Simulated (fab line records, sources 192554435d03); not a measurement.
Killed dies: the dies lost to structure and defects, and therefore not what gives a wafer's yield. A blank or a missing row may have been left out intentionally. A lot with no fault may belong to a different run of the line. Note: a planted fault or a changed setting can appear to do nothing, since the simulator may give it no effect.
Chamber matching    flow n5-finfet    N5_BEOL_M7_STRIP_19 on rie-diel-02: 4 sister chambers
The step strips in O2. 4 wafers are shown with their chamber, then 7 later ones without.

== WAFERS WITH THEIR CHAMBER ==
wafer   chamber  drypump-motor-current-A (A)
L082.5  0        5.1
L084.6  3        6.6
L090.1  1        6.1
L090.5  2        6.1

== WAFERS WITH NO CHAMBER GIVEN ==
wafer   drypump-motor-current-A (A)
L090.6  6.1
L094.2  5.1
L094.5  6.1
L094.6  6.1
L095.1  6.2
L095.2  5.1
L095.4  6.6

== THE CHAMBER EACH PASSED THROUGH ==
wafer   from the rows above      in truth
L090.6  can't be placed: 1 or 2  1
L094.2  0                        0
L094.5  can't be placed: 1 or 2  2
L094.6  can't be placed: 1 or 2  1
L095.1  can't be placed: 1 or 2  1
L095.2  0                        0
L095.4  3                        3
3 of 7 placed correctly. Not placeable from these rows: 4 (in 4, the candidates include the true chamber). Number placed wrongly: 0.
How it was worked out, from the rows above alone: a wafer's distance from a chamber is the root of the sum, over the readings, of the square of ((its reading less the chamber's mean) divided by the reading's scatter). The wafer belongs to the nearest chamber; if the next one is less than 2 further off, it can't be placed. A chamber's mean is the mean of its shown wafers. The scatter: root of mean squared gap, hidden wafer to nearest shown wafer, with one shown wafer a chamber.
